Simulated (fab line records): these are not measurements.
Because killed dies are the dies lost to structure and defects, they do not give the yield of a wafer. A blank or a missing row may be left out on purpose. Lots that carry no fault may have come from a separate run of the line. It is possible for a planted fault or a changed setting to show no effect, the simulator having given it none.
A lot that was struck, set against a sound lot -- flow n5-finfet -- 41 out of 1938 route steps
Sound: the wafers L836.3, L836.4, L836.6. Wafers struck: L845.3, L845.5, L845.6. The cause is given at the end.
For every step that has rows: the tool of each side, followed by ch and its chambers, followed by its first start. Under that, the readings that differ: sound wafers -- struck wafers -- difference of the means -- sigmas: that difference in standard deviations of wafers without a fault.
alike: a reading whose means differ by less than 2 such deviations, as well as words and numbers matching on both sides. not compared: withheld readings; readings where some wafer has no value; bounds like >300 that might hide an equal value; numbers whose values overlap and for which the record gives no deviation.
The two part at a step that has a row with sigmas, a row that says differs or no value, or rows on one side only. Non-overlapping numbers with no deviation appear without sigmas and do not part them. Lack of a reading on every wafer of one side parts them only where that side has two or more wafers.

first, 1 step without rows for these wafers: N5_BEOL_M2_STRIP_97 (strips in N2/H2, time 10 s).
N5_BEOL_M2_OCD_MEAS_38:
  sound on ocd-02, day 7 16:49; struck on ocd-02, day 10 10:11
  alike: trench-depth-nm
then, 4 steps without rows for these wafers: N5_BEOL_M2_HM_STRIP_39 (strips TiN in peroxide tin strip, target depth 25 nm, time 158 s); N5_BEOL_M2_SRD_40 (time 30 s); N5_BEOL_M2_PRECLEAN_42 (cleans in residue remover, time 60 s); N5_BEOL_M2_SRD_43 (time 30 s).
N5_BEOL_M2_CD_MEAS_35: target cd 18 nm, target cd y 22.2 nm.
  sound on cd-sem-02, day 7 16:58; struck on cd-sem-02, day 10 10:21
  alike: cd-nm
then, 3 steps without rows for these wafers: N5_BEOL_M2_DEGAS_44 (time 60 s); N5_BEOL_M2_PRE_CLEAN_45 (time 30 s); N5_BEOL_M2_ALD_84 (deposits TaN, pulse time 2 s, purge time 3 s, co reactant purge time 2 s).
N5_BEOL_M2_SURFACE_TREAT_85:
  sound on pvd-sputter-02, day 7 17:46; struck on pvd-sputter-03, day 10 11:12
  not compared: throttle-valve-pct
then, 1 step without rows for these wafers: N5_BEOL_M2_CVD_47 (deposits Co from CCTBA/H2, target thk 3 nm, time 223.8 s).
N5_BEOL_M2_SPUTTER_48: material Cu, target thk 4.5 nm, time 8.29 s.
  sound on pvd-sputter-02, day 7 18:04; struck on pvd-sputter-03, day 10 11:31
  alike: throttle-valve-pct
then, 7 steps without rows for these wafers: N5_BEOL_M2_ANNEAL_49 (time 240 s); N5_BEOL_M2_SPUTTER_79 (material Cu, target thk 4.5 nm, time 8.29 s); N5_BEOL_M2_ANNEAL_80 (time 240 s); N5_BEOL_M2_SPUTTER_81 (material Cu, target thk 4.5 nm, time 8.29 s); N5_BEOL_M2_ANNEAL_82 (time 240 s); N5_BEOL_M2_SPUTTER_86 (material Cu, target thk 4.5 nm, time 8.29 s); N5_BEOL_M2_ANNEAL_87 (time 240 s).
N5_BEOL_M2_SPUTTER_88: material Cu, target thk 4.5 nm, time 8.29 s.
  sound on pvd-sputter-02, day 7 18:56; struck on pvd-sputter-03, day 10 12:24
  alike: throttle-valve-pct
N5_BEOL_M2_ANNEAL_89: time 240 s.
  sound on pvd-sputter-02, day 7 19:01; struck on pvd-sputter-03, day 10 12:29
  alike: heater-power-w
then, 2 steps without rows for these wafers: N5_BEOL_M2_SPUTTER_90 (material Cu, target thk 4.5 nm, time 8.29 s); N5_BEOL_M2_ANNEAL_91 (time 240 s).
N5_BEOL_M2_SPUTTER_92: material Cu, target thk 4.5 nm, time 8.29 s.
  sound on pvd-sputter-02, day 7 19:23; struck on pvd-sputter-03, day 10 12:50
  alike: throttle-valve-pct
then, 11 steps without rows for these wafers: N5_BEOL_M2_ANNEAL_93 (time 240 s); N5_BEOL_M2_SPUTTER_94 (material Cu, target thk 4.5 nm, time 8.29 s); N5_BEOL_M2_ANNEAL_95 (time 240 s); N5_BEOL_M2_SPUTTER_96 (material Cu, target thk 4.5 nm, time 8.29 s); N5_BEOL_M2_ECD_50 (material Cu, target thk 300 nm); N5_BEOL_M2_ANNEAL_51 (time 90 s); N5_BEOL_M2_CMP_52 (polishes, stops on SiOC, t overpolish 6.8 s, target thk 40 nm); N5_BEOL_M2_PRE_CLEAN_60 (time 15 s); N5_BEOL_M2_CO_CAP_55 (material Co, precursor CCTBA/H2, target thk 2 nm, time 102.1 s); N5_BEOL_M2_PRE_CLEAN_56 (time 15 s); N5_BEOL_M2_DEP_57 (deposits SiCN from 3MS/NH3, target thk 8 nm, time 14 s).
N5_BEOL_M2_RS_MEAS_58: a four-point-probe measurement.
  sound on film-metro-01, day 7 20:57; struck on film-metro-01, day 10 14:20
  alike: M2_RS
then, 1 step without rows for these wafers: N5_BEOL_M3_ILD_DEP_00 (deposits SiOC from DEMS/O2, target thk 79 nm, time 15.3 s).
N5_BEOL_M3_THK_MEAS_01:
  sound on film-metro-01, day 7 21:06; struck on film-metro-02, day 10 14:28
  alike: M3_ILD_THK
N5_BEOL_M3_PECVD_72: deposits SiO2 from TEOS/O2, target thk 16 nm, time 18 s.
  sound on pecvd-02 ch 0,1,2, day 7 21:08; struck on pecvd-04 ch 0,1, day 10 14:31
  alike: heater-power-w, showerhead-plenum-p-Torr, throttle-valve-pct
  not compared: since-wet-clean-h
-- record jumps: 5 days separate the struck wafers' starts on either side; left off in module BEOL_M3, taken up again in module PASSIVATION, whose first shown step is the route's number 1936 --
N5_PASSIVATION_PROBE_49:
  rows exist in the record for the struck wafers here (prober-02, day 15 17:16), but not for the sound ones

== WHERE THEY PART ==
Only at N5_PASSIVATION_PROBE_49, within this record.

WHY: what the simulator had put in
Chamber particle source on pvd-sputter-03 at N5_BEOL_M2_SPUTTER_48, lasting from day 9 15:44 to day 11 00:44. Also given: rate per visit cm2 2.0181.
